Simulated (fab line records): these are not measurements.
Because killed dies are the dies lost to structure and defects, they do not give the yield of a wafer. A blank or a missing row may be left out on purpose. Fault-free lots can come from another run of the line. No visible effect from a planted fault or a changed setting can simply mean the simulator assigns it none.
Chamber matching :: flow n5-finfet :: N5_BEOL_M4_VIA_ETCH_34 on rie-diel-02: 4 sister chambers
The step etches the open film in C4F6/O2, target depth 69.4 nm, time 65.9 s. 16 wafers are shown with their chamber, then 8 later ones without.

== WAFERS PAIRED WITH THEIR CHAMBERS ==
wafer: L074.2
chamber: 1
drypump-motor-current-A (A): 5.5
showerhead-plenum-p-Torr (Torr): 2.79
rf-vpp-V (V): 658

wafer: L074.3
chamber: 3
drypump-motor-current-A (A): 6.3
showerhead-plenum-p-Torr (Torr): 2.70
rf-vpp-V (V): 654

wafer: L074.4
chamber: 3
drypump-motor-current-A (A): 6.4
showerhead-plenum-p-Torr (Torr): 2.70
rf-vpp-V (V): 655

wafer: L079.3
chamber: 0
drypump-motor-current-A (A): 6.1
showerhead-plenum-p-Torr (Torr): 3.02
rf-vpp-V (V): 675

wafer: L079.4
chamber: 0
drypump-motor-current-A (A): 6.1
showerhead-plenum-p-Torr (Torr): 3.02
rf-vpp-V (V): 676

wafer: L079.6
chamber: 1
drypump-motor-current-A (A): 5.5
showerhead-plenum-p-Torr (Torr): 2.79
rf-vpp-V (V): 657

wafer: L081.2
chamber: 1
drypump-motor-current-A (A): 5.5
showerhead-plenum-p-Torr (Torr): 2.79
rf-vpp-V (V): 657

wafer: L081.3
chamber: 2
drypump-motor-current-A (A): 5.2
showerhead-plenum-p-Torr (Torr): 2.81
rf-vpp-V (V): 662

wafer: L081.5
chamber: 1
drypump-motor-current-A (A): 5.5
showerhead-plenum-p-Torr (Torr): 2.79
rf-vpp-V (V): 661

wafer: L084.2
chamber: 3
drypump-motor-current-A (A): 6.4
showerhead-plenum-p-Torr (Torr): 2.69
rf-vpp-V (V): 654

wafer: L084.4
chamber: 0
drypump-motor-current-A (A): 6.1
showerhead-plenum-p-Torr (Torr): 3.01
rf-vpp-V (V): 675

wafer: L084.5
chamber: 3
drypump-motor-current-A (A): 6.4
showerhead-plenum-p-Torr (Torr): 2.69
rf-vpp-V (V): 656

wafer: L087.3
chamber: 0
drypump-motor-current-A (A): 6.1
showerhead-plenum-p-Torr (Torr): 3.01
rf-vpp-V (V): 674

wafer: L087.4
chamber: 0
drypump-motor-current-A (A): 6.1
showerhead-plenum-p-Torr (Torr): 3.01
rf-vpp-V (V): 675

wafer: L087.5
chamber: 2
drypump-motor-current-A (A): 5.2
showerhead-plenum-p-Torr (Torr): 2.80
rf-vpp-V (V): 661

wafer: L088.3
chamber: 3
drypump-motor-current-A (A): 6.3
showerhead-plenum-p-Torr (Torr): 2.69
rf-vpp-V (V): 652

SIGNATURES (means of the wafers above)
reading: drypump-motor-current-A
chamber 0: 6.100
chamber 1: 5.500
chamber 2: 5.200
chamber 3: 6.360
scatter within a chamber: 0.0316

reading: showerhead-plenum-p-Torr
chamber 0: 3.0140
chamber 1: 2.7900
chamber 2: 2.8050
chamber 3: 2.6940
scatter within a chamber: 0.00492

reading: rf-vpp-V
chamber 0: 675.00
chamber 1: 658.25
chamber 2: 661.50
chamber 3: 654.20
scatter within a chamber: 1.36
Rule: for each reading, subtract the chamber's mean from the wafer's reading, divide by that reading's scatter and square the result; add these up over the readings and take the root, which gives the wafer's distance from the chamber. If the next closest chamber is less than 2 further off than the closest, the wafer can't be placed; otherwise it belongs to the closest. The scatter: take each reading less its chamber's mean, square it, sum over the shown wafers, divide by the number of wafers less the number of chambers, and take the root.

== WAFERS WITHOUT THEIR CHAMBER ==
wafer: L088.5
drypump-motor-current-A (A): 6.1
showerhead-plenum-p-Torr (Torr): 3.01
rf-vpp-V (V): 675

wafer: L088.6
drypump-motor-current-A (A): 5.2
showerhead-plenum-p-Torr (Torr): 2.80
rf-vpp-V (V): 663

wafer: L089.1
drypump-motor-current-A (A): 5.5
showerhead-plenum-p-Torr (Torr): 2.78
rf-vpp-V (V): 658

wafer: L089.3
drypump-motor-current-A (A): 6.4
showerhead-plenum-p-Torr (Torr): 2.69
rf-vpp-V (V): 654

wafer: L089.4
drypump-motor-current-A (A): 6.1
showerhead-plenum-p-Torr (Torr): 3.01
rf-vpp-V (V): 673

wafer: L096.1
drypump-motor-current-A (A): 6.3
showerhead-plenum-p-Torr (Torr): 2.68
rf-vpp-V (V): 653

wafer: L096.2
drypump-motor-current-A (A): 5.5
showerhead-plenum-p-Torr (Torr): 2.77
rf-vpp-V (V): 659

wafer: L096.4
drypump-motor-current-A (A): 5.2
showerhead-plenum-p-Torr (Torr): 2.79
rf-vpp-V (V): 663

== THE CHAMBER EACH PASSED THROUGH ==
wafer: L088.5
from the rows above: 0
in truth: 0

wafer: L088.6
from the rows above: 2
in truth: 2

wafer: L089.1
from the rows above: 1
in truth: 1

wafer: L089.3
from the rows above: 3
in truth: 3

wafer: L089.4
from the rows above: 0
in truth: 0

wafer: L096.1
from the rows above: 3
in truth: 3

wafer: L096.2
from the rows above: 1
in truth: 1

wafer: L096.4
from the rows above: 2
in truth: 2
8 of 8 placed correctly. Can't be placed from these rows: 0. Placed wrongly: 0.
